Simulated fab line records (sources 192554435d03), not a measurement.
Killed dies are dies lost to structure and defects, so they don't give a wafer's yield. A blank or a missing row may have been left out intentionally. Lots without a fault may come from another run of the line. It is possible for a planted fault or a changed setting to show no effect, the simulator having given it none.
Which tool did it? || flow n5 finfet || route of 1938 steps, sampled at 1 step: 24 lots, 72 wafers

== WHAT THE GAUGES SHOWED, per wafer ==
N5_BEOL_M2_RS_MEAS_58: a four-point-probe measurement.
{"lot": "L074", "measured": "day 6 17:25", "on": "film metro-02", "M2_RS (ohm/sq)": "0.64 0.69 0.67"}
{"lot": "L075", "measured": "day 7 01:10", "on": "film metro-02", "M2_RS (ohm/sq)": "0.65 0.66 0.68"}
{"lot": "L076", "measured": "day 7 08:34", "on": "film metro-02", "M2_RS (ohm/sq)": "0.62 0.65 0.66"}
{"lot": "L077", "measured": "day 7 11:19", "on": "film metro-02", "M2_RS (ohm/sq)": "0.65 0.71 0.66"}
{"lot": "L078", "measured": "day 7 15:03", "on": "film metro-01", "M2_RS (ohm/sq)": "0.69 0.70 0.73"}
{"lot": "L079", "measured": "day 8 00:07", "on": "film metro-02", "M2_RS (ohm/sq)": "0.71 0.70 0.69"}
{"lot": "L080", "measured": "day 8 03:43", "on": "film metro-01", "M2_RS (ohm/sq)": "0.61 0.69 0.65"}
{"lot": "L081", "measured": "day 8 17:18", "on": "film metro-01", "M2_RS (ohm/sq)": "0.67 0.72 0.72"}
{"lot": "L082", "measured": "day 9 03:58", "on": "film metro-02", "M2_RS (ohm/sq)": "0.76 0.67 0.72"}
{"lot": "L083", "measured": "day 9 21:19", "on": "film metro-02", "M2_RS (ohm/sq)": "0.69 0.65 0.69"}
{"lot": "L084", "measured": "day 9 22:54", "on": "film metro-02", "M2_RS (ohm/sq)": "0.64 0.69 0.64"}
{"lot": "L085", "measured": "day 10 01:50", "on": "film metro-02", "M2_RS (ohm/sq)": "0.67 0.68 0.68"}
{"lot": "L086", "measured": "day 10 03:06", "on": "film metro-02", "M2_RS (ohm/sq)": "0.62 0.71 0.65"}
{"lot": "L088", "measured": "day 10 08:01", "on": "film metro-01", "M2_RS (ohm/sq)": "0.67 0.63 0.61"}
{"lot": "L087", "measured": "day 10 09:47", "on": "film metro-01", "M2_RS (ohm/sq)": "0.68 0.69 0.66"}
{"lot": "L089", "measured": "day 10 17:05", "on": "film metro-02", "M2_RS (ohm/sq)": "0.64 0.65 0.68"}
{"lot": "L090", "measured": "day 10 19:36", "on": "film metro-02", "M2_RS (ohm/sq)": "0.64 0.65 0.65"}
{"lot": "L091", "measured": "day 10 23:43", "on": "film metro-02", "M2_RS (ohm/sq)": "0.67 0.68 0.65"}
{"lot": "L092", "measured": "day 11 14:59", "on": "film metro-02", "M2_RS (ohm/sq)": "0.64 0.66 0.63"}
{"lot": "L094", "measured": "day 11 22:11", "on": "film metro-01", "M2_RS (ohm/sq)": "0.71 0.67 0.73"}
{"lot": "L093", "measured": "day 12 03:50", "on": "film metro-02", "M2_RS (ohm/sq)": "0.66 0.66 0.65"}
{"lot": "L095", "measured": "day 12 15:13", "on": "film metro-01", "M2_RS (ohm/sq)": "0.70 0.66 0.67"}
{"lot": "L096", "measured": "day 12 15:20", "on": "film metro-01", "M2_RS (ohm/sq)": "0.60 0.66 0.66"}
{"lot": "L097", "measured": "day 12 18:49", "on": "film metro-02", "M2_RS (ohm/sq)": "0.67 0.61 0.64"}

== TOOL THAT RAN EACH LOT (tool first, then ch and the chambers of the sampled wafers, then the start) ==
Record: no process step prior to these readings.

== WHAT THE TOOLS THEMSELVES READ (means of the sampled wafers that have a number; where no wafer has one, the mark that the record gives instead) ==
The record holds no such reading with a usual standard deviation.

== THE ANSWER, worked out from the rows above alone ==
Rule: usual is defined by the lots themselves. The widest of any qualifying gaps counts: lots, ordered by their means at a reading, are off when they make up no more than a third of the lots, leave a main group of 4 or more, and stand apart from it by 3 or more times the standard deviation of that group's means. Not used: any main group whose means are identical at the precision the tables above print for the reading. A lot without any number at a reading at which 4 lots or more have one is off too. Any other lot the step has rows for is counted as sound. Order of review: gauges by route order, followed by the tools' own readings, for which a lot's mean as printed above is used. At the first step where some lot is off, the reading lying furthest off is the one used; lots without a number count as furthest.
None of the lots is off at any reading shown; this tells nothing.

== WHAT HAD BEEN PUT IN BY THE SIMULATOR ==
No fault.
